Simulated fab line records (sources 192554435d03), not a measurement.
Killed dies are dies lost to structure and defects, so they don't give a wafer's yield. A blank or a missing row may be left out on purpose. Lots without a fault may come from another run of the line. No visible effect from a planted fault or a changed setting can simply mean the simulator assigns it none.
fab line records	flow n5_finfet
[record] lots = 9	wafers = 23	last_day = 19
route steps=1938 shown MOL_CONTACT_COAG@550 BEOL_M4@1111
lots that met no fault: taken from a fault-free run of the same line
start_h: the number of hours between the record's first day and the start of the first shown wafer of the lot	wait_h: how many hours have passed since the lot's step before this one	" identical to the entry in the row above	L1.1+2: a single row standing in for several wafers	- no value present, or no start provided	* or withheld: withheld	< > ~ a bound
route shown NAME@n: NAME is a module with steps in the file, n the number in the route of the first one	usual: mean/standard deviation taken from wafers without a fault	same: alike in all rows	chamber/n: place in a boat	sites: readings site by site	_std_site: the values' standard deviation	_edge_site: the outer-site mean with the inner-site mean subtracted	radius_mm: for every site, how far away it sits from the centre of the wafer	mask NAME#n: copy n	behind: the last tool/chamber to shape the wafer	hold: the reason the lot was held/the length of the hold in hours/how it ended	device: transistor that didn't switch, given as n, p or np	end of line: the same wafers' tests at the end of the route	where a step has no rows: the recipe by itself	killed: at the first sort, the dies lost to defects and structure; wafer yield is something else	map: a wafer's dies, x killed, . not, _ none there
set.NAME: setting as actually run; set.NAME@STEP: the setting as run at that earlier step	model.NAME: the simulator's own value behind a step, which no gauge read
route steps across a sampled set of lots; one table per step, one row per wafer
services: the hour from which a tool's chamber was out of use, counted from the record's first day as start_h (under 0 if before that day), plus the number of hours and why
[[steps]]
[step N5_MOL_CONTACT_COAG_PRE_CLEAN_142]
[recipe] gas = H2/He	time_s = 60	temp_c = 300
[usual] heater_power_w = 463/47
[same] time_s = 60
lot.wafer	tool	chamber	start_h	wait_h	heater_power_w
L415.1	pvd_sputter-02	-	99.66	2.6	483
L415.5	"	-	"	"	396
L415.6	"	-	"	"	517
L422.2	pvd_sputter-01	-	132.85	0.8	506
L422.3	"	-	"	"	590
L422.5	"	-	"	"	503
L423.2	pvd_sputter-02	-	141.23	1.9	525
L423.3	"	-	"	"	404
L423.6	"	-	"	"	523
L424.3	pvd_sputter-03	-	149.49	3.6	452
L424.4	"	-	"	"	454
L424.5	"	-	"	"	473
L434.5	pvd_sputter-03	-	212.03	1.0	456
L434.6	"	-	"	"	466
L435.2	pvd_sputter-01	-	218.80	4.7	457
L435.5	"	-	"	"	455
L436.1	pvd_sputter-01	-	222.17	0.9	430
L436.4	"	-	"	"	590
L437.1	pvd_sputter-03	-	225.61	1.1	446
L437.3	"	-	"	"	479
L437.5	"	-	"	"	448
L438.4	pvd_sputter-01	-	233.35	2.2	591
L438.5	"	-	"	"	422
[step N5_MOL_CONTACT_COAG_ETCH_90]
[recipe] chemistry = CF4	target = SiARC	target_depth_a = 130	mask_material = CAR-EUV	time_s = 21.7	ion_energy_ev = 80	pressure_mtorr = 40	source_w = 545	bias_w = 36	Ar_flow_sccm = 100	cf4_flow_sccm = 100	ends = cleared
[usual] bias_w = 35.99/0.1	drypump_motor_current_A = 5.6/0.55	etch_rf_on_time_s = 21.9/0.67	oes_product_au = 0.66/0.069	rf_vpp_V = 184.2/0.98	showerhead_plenum_p_Torr = 2.16/0.046	throttle_valve_pct = 15.6/0.33
lot.wafer	tool	chamber	start_h	wait_h	bias_w	drypump_motor_current_A	etch_rf_on_time_s	oes_product_au	rf_hours_counter_h	rf_vpp_V	showerhead_plenum_p_Torr	throttle_valve_pct
L415.1	rie_diel-05	1	104.20	0.0	35.94	4.9	23.8	0.59	159	185.6	2.15	15.5
L415.5	"	3	"	"	36.00	5.6	21.7	0.61	-	185.1	2.21	15.7
L415.6	"	0	"	"	36.16	6.3	21.8	0.70	-	183.5	2.08	15.5
L422.2	rie_diel-05	0	136.91	0.0	36.08	6.3	21.4	0.70	102	184.3	2.08	15.5
L422.3	"	1	"	"	36.05	4.9	23.3	0.59	169	183.8	2.15	15.5
L422.5	"	0	"	"	36.04	6.3	21.4	0.69	-	184.7	2.08	15.5
L423.2	rie_diel-06	3	145.83	0.0	35.82	4.8	22.4	0.77	20	184.0	2.10	15.1
L423.3	"	1	"	"	36.05	6.5	21.3	0.72	63	185.0	2.15	15.0
L423.6	"	1	"	"	36.04	6.5	21.6	0.72	-	185.5	2.15	15.0
L424.3	rie_diel-06	1	153.47	0.0	35.91	6.5	21.5	0.72	67	182.9	2.15	15.0
L424.4	"	3	"	"	36.09	4.8	22.5	0.76	-	184.8	2.10	15.1
L424.5	"	0	"	"	36.08	5.3	22.3	0.63	-	185.1	2.22	15.8
L434.5	rie_diel-05	1	216.54	0.0	35.93	4.9	23.3	0.58	-	184.4	2.14	15.6
L434.6	"	0	"	"	36.01	6.3	21.4	0.67	-	183.9	2.07	15.6
L435.2	rie_diel-06	0	224.05	0.0	36.01	5.3	22.4	0.62	189	184.8	2.21	15.9
L435.5	"	0	"	"	36.13	5.3	22.4	0.62	-	185.2	2.21	15.9
L436.1	rie_diel-05	1	226.32	0.0	35.98	4.9	23.6	0.57	204	184.0	2.14	15.5
L436.4	"	3	"	"	35.87	5.6	21.8	0.59	249	185.1	2.19	15.8
L437.1	rie_diel-06	0	229.94	0.0	35.87	5.3	22.0	0.62	191	184.9	2.21	15.9
L437.3	"	3	"	"	35.93	4.8	22.3	0.73	49	183.4	2.09	15.1
L437.5	"	1	"	"	35.94	6.5	21.4	0.69	-	185.1	2.14	15.1
L438.4	rie_diel-02	0	238.06	0.0	35.95	6.2	22.4	0.58	239	185.2	2.19	16.0
L438.5	"	3	"	"	35.89	5.3	20.7	0.80	-	184.4	2.20	15.7
[step N5_MOL_CONTACT_COAG_VIA_ETCH_46]
[recipe] chemistry = C4F6/O2	target_depth_a = 460	overetch_a = 92	mask_material = SOC	target = SiO2	bias_w = 455	pressure_mtorr = 10	time_s = 40	source_w = 325	Ar_flow_sccm = 300	C4F6_flow_sccm = 10	O2_flow_sccm = 10	ion_energy_ev = 575.3	ends = end_point
[usual] bias_w = 454.9/1.5	drypump_motor_current_A = 5.6/0.53	oes_product_au = 0.70/0.071	rf_vpp_V = 1570/37	showerhead_plenum_p_Torr = 2.86/0.064	throttle_valve_pct = 40.8/0.37
lot.wafer	tool	chamber	start_h	wait_h	bias_w	drypump_motor_current_A	oes_product_au	rf_hours_counter_h	rf_vpp_V	showerhead_plenum_p_Torr	throttle_valve_pct
L415.1	rie_diel-06	2	104.71	0.0	452.8	5.4	0.63	237	1606	2.88	39.8
L415.5	"	3	"	"	455.4	4.8	0.86	-	1609	2.79	40.3
L415.6	"	2	"	"	452.8	5.4	0.62	-	1605	2.88	39.9
L422.2	rie_diel-05	1	137.32	0.0	454.0	4.9	0.64	169	1559	2.87	40.6
L422.3	"	3	"	"	454.2	5.6	0.64	221	1599	2.90	40.7
L422.5	"	0	"	"	455.1	6.3	0.72	-	1533	2.76	40.6
L423.2	rie_diel-06	1	146.37	0.0	479.0	6.5	0.73	64	1643	2.88	40.7
L423.3	"	3	"	"	478.6	4.8	0.80	21	1667	2.78	40.3
L423.6	"	3	"	"	478.6	4.8	0.82	-	1668	2.78	40.3
L424.3	rie_diel-06	0	153.89	0.0	478.5	5.3	0.66	169	1591	2.95	41.1
L424.4	"	0	"	"	477.4	5.3	0.66	-	1592	2.95	41.1
L424.5	"	3	"	"	475.9	4.8	0.81	-	1668	2.78	40.3
L434.5	rie_diel-02	2	216.97	0.0	454.8	5.1	0.61	-	1567	2.93	41.2
L434.6	"	1	"	"	455.7	5.7	0.68	-	1585	2.85	41.2
L435.2	rie_diel-02	0	224.51	0.0	454.8	6.2	0.61	235	1625	2.92	41.2
L435.5	"	0	"	"	452.8	6.2	0.62	-	1625	2.92	41.3
L436.1	rie_diel-06	2	226.74	0.0	454.7	5.4	0.80	17	1603	2.86	40.8
L436.4	"	3	"	"	454.3	4.8	0.78	48	1608	2.77	40.3
L437.1	rie_diel-02	3	230.47	0.0	454.5	5.3	0.82	11	1514	2.89	41.6
L437.3	"	1	"	"	455.7	5.7	0.66	152	1585	2.85	41.2
L437.5	"	1	"	"	455.2	5.7	0.66	-	1585	2.85	41.2
L438.4	rie_diel-06	2	238.66	0.0	456.8	5.4	0.80	-	1603	2.86	40.9
L438.5	"	3	"	"	455.0	4.8	0.77	-	1608	2.77	40.3
[step N5_MOL_CONTACT_COAG_ETCH_47]
[recipe] chemistry = CH3F/O2	target = SiNx	target_depth_a = 270	mask_material = SiO2	stop_on = W	over_etch_frac = 0.2	ion_energy_ev = 120	endpoint = OES-CN	pressure_mtorr = 30	source_w = 395	bias_w = 73	Ar_flow_sccm = 150	CH3F_flow_sccm = 30	O2_flow_sccm = 20	ends = end_point
[usual] bias_w = 73.02/0.22	drypump_motor_current_A = 5.6/0.53	etch_rf_on_time_s = 31.6/0.75	oes_product_au = 0.70/0.075	rf_vpp_V = 294/7.4	showerhead_plenum_p_Torr = 2.02/0.048	throttle_valve_pct = 16.3/0.31
lot.wafer	tool	chamber	start_h	wait_h	bias_w	drypump_motor_current_A	etch_rf_on_time_s	oes_product_au	rf_hours_counter_h	rf_vpp_V	showerhead_plenum_p_Torr	throttle_valve_pct
L415.1	rie_diel-06	2	104.82	0.0	72.86	5.4	32.5	0.62	237	300	2.03	16.5
L415.5	"	3	"	"	72.87	4.8	31.6	0.86	-	303	1.96	15.8
L415.6	"	2	"	"	72.68	5.4	32.0	0.61	-	300	2.03	16.5
L422.2	rie_diel-05	1	137.43	0.0	72.83	4.9	32.9	0.63	169	291	2.02	16.3
L422.3	"	3	"	"	73.00	5.6	31.1	0.64	221	299	2.05	16.4
L422.5	"	0	"	"	73.00	6.3	31.3	0.72	-	285	1.94	16.3
L423.2	rie_diel-06	1	146.48	0.0	73.48	6.4	30.5	0.76	64	298	2.03	15.8
L423.3	"	3	"	"	72.69	4.8	31.3	0.81	21	302	1.96	15.8
L423.6	"	3	"	"	72.47	4.8	31.9	0.82	-	301	1.96	15.8
L424.3	rie_diel-06	0	153.99	0.0	73.36	5.3	32.2	0.67	169	286	2.08	16.6
L424.4	"	0	"	"	72.95	5.3	32.1	0.67	-	286	2.08	16.6
L424.5	"	3	"	"	72.97	4.8	31.8	0.81	-	302	1.96	15.8
L434.5	rie_diel-02	2	217.07	0.0	73.12	5.1	31.4	0.63	-	293	2.07	16.5
L434.6	"	1	"	"	72.76	5.8	31.8	0.67	-	297	2.01	16.6
L435.2	rie_diel-02	0	224.61	0.0	73.05	6.2	31.9	0.61	235	305	2.06	16.8
L435.5	"	0	"	"	73.23	6.2	32.0	0.62	-	305	2.06	16.8
L436.1	rie_diel-06	2	226.84	0.0	73.14	5.4	29.6	0.85	17	300	2.02	16.2
L436.4	"	3	"	"	72.83	4.8	31.5	0.77	48	304	1.95	15.8
L437.1	rie_diel-02	3	230.58	0.0	72.63	5.3	30.6	0.84	11	285	2.04	16.4
L437.3	"	1	"	"	73.07	5.7	31.5	0.67	152	297	2.01	16.7
L437.5	"	1	"	"	73.12	5.7	31.6	0.67	-	297	2.01	16.6
L438.4	rie_diel-06	2	238.77	0.0	73.29	5.4	29.8	0.83	-	302	2.02	16.2
L438.5	"	3	"	"	73.08	4.8	31.4	0.77	-	301	1.95	15.8
[step N5_BEOL_M4_RC_MEAS_101]
[usual] DIBL_N = 36.5/2.2	DIBL_P = 36.9/2.9	IOFF_N = 0.17/0.044	IOFF_P = 0.22/0.052	ION_N = 671/16	ION_P = 461/10	SS_N = 71.6/0.73	SS_P = 73.5/0.79	VT_N = 250/4.1	VT_P = -250/4.1
lot.wafer	tool	chamber	start_h	wait_h	DIBL_N[mV/V]	DIBL_P[mV/V]	IOFF_N[nA/um]	IOFF_P[nA/um]	ION_N[uA/um]	ION_P[uA/um]	SS_N[mV/dec]	SS_P[mV/dec]	VT_N[mV]	VT_P[mV]
L415.1	prober-01	0	178.63	0.0	34.2	34.7	0.12	0.16	667	455	70.9	72.1	253	-255
L415.5	"	0	"	"	35.1	37.1	0.13	0.19	674	463	71.0	72.9	252	-254
L415.6	"	0	"	"	32.4	30.0	0.09	0.10	647	440	70.4	71.1	260	-262
L422.2	prober-01	0	219.46	0.2	37.2	36.5	0.16	0.25	671	462	71.9	73.6	252	-246
L422.3	"	0	"	"	33.1	31.3	0.11	0.18	648	447	71.2	73.2	255	-248
L422.5	"	0	"	"	36.8	36.6	0.16	0.24	660	462	71.2	73.8	250	-247
L424.3	prober-01	0	234.27	0.3	38.5	37.3	0.19	0.25	694	466	72.3	73.6	247	-248
L424.4	"	0	"	"	42.5	43.5	0.31	0.40	705	483	72.5	75.3	241	-241
L424.5	"	0	"	"	39.5	39.5	0.23	0.30	695	477	72.6	73.9	247	-245
L423.2	prober-01	0	242.80	0.2	35.8	35.2	0.14	0.19	670	454	71.9	73.4	253	-253
L423.3	"	0	"	"	37.1	38.6	0.16	0.24	652	453	72.5	73.8	248	-250
L423.6	"	0	"	"	34.8	32.0	0.13	0.14	638	436	72.4	72.6	258	-258
L434.5	prober-02	0	297.47	0.6	34.6	34.3	0.13	0.16	652	445	71.5	72.7	253	-253
L434.6	"	0	"	"	36.5	37.3	0.18	0.20	669	453	71.7	73.7	245	-250
L435.2	prober-02	0	315.73	0.2	35.1	34.2	0.16	0.24	682	478	71.1	72.9	251	-243
L435.5	"	0	"	"	40.6	41.2	0.31	0.38	707	487	72.5	74.8	241	-238
L437.1	prober-01	0	317.82	0.0	35.3	35.5	0.14	0.18	666	461	70.9	73.1	250	-252
L437.3	"	0	"	"	38.1	38.7	0.18	0.23	674	463	71.7	74.3	247	-249
L437.5	"	0	"	"	37.8	39.4	0.17	0.25	668	461	71.4	74.4	248	-252
L436.1	prober-02	0	318.22	0.0	38.1	37.4	0.16	0.24	648	447	71.6	74.0	252	-250
L436.4	"	0	"	"	36.0	34.1	0.12	0.16	654	448	71.5	72.8	256	-254
L438.4	prober-01	0	340.80	0.5	40.2	42.9	0.23	0.29	669	456	72.3	74.7	248	-247
L438.5	"	0	"	"	42.3	44.0	0.28	0.33	702	471	73.4	75.0	242	-243
[[services]]
tool	chamber	start_h	hours	kind
pvd_sputter-01	-	79.04	1.6	repair
rie_diel-06	3	89.22	5.0	repair
rie_diel-05	1	121.32	1.8	repair
rie_diel-06	2	144.60	-	clean
rie_diel-06	2	144.60	-	consumable_replace:focus_ring
rie_diel-06	2	144.60	14.3	scheduled_down
rie_diel-06	2	144.60	14.3	vent_cycle
pvd_sputter-02	-	146.23	1.1	repair
rie_diel-06	1	173.12	2.4	repair
rie_diel-06	0	174.16	8.3	repair
rie_diel-02	3	177.94	-	clean
rie_diel-02	3	177.94	-	consumable_replace:focus_ring
rie_diel-02	3	177.94	17.6	scheduled_down
rie_diel-02	3	177.94	17.6	vent_cycle
rie_diel-05	3	211.18	8.2	repair
rie_diel-05	3	228.10	-	clean
rie_diel-05	3	228.10	-	consumable_replace:esc
rie_diel-05	3	228.10	-	consumable_replace:focus_ring
rie_diel-05	3	228.10	26.0	scheduled_down
rie_diel-05	3	228.10	26.0	vent_cycle
rie_diel-05	1	231.51	7.3	repair
[[key]]
[first_sign] step = N5_MOL_CONTACT_COAG_VIA_ETCH_46	reading = bias_w	direction = up	sigmas = 15	usual = *	struck = *
[effect] step = N5_MOL_CONTACT_COAG_VIA_ETCH_46	reading = rf_vpp_V	direction = up	sigmas = 1.9	usual = 1570	struck = 1638
met_at N5_MOL_CONTACT_COAG_VIA_ETCH_46
struck_lots L423,L424
not_acting_at N5_MOL_CONTACT_COAG_PRE_CLEAN_142,N5_MOL_CONTACT_COAG_ETCH_90,N5_MOL_CONTACT_COAG_ETCH_47
onset_between 104.71 146.37
[fault] kind = process_parameter_drift	tool = rie_diel-06	chamber = -	onset_h = 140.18	steps = N5_MOL_CONTACT_COAG_VIA_ETCH_46	channel = bias_w	offset = *	shape = step	end_h = 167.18	acts_in = *	stated = *
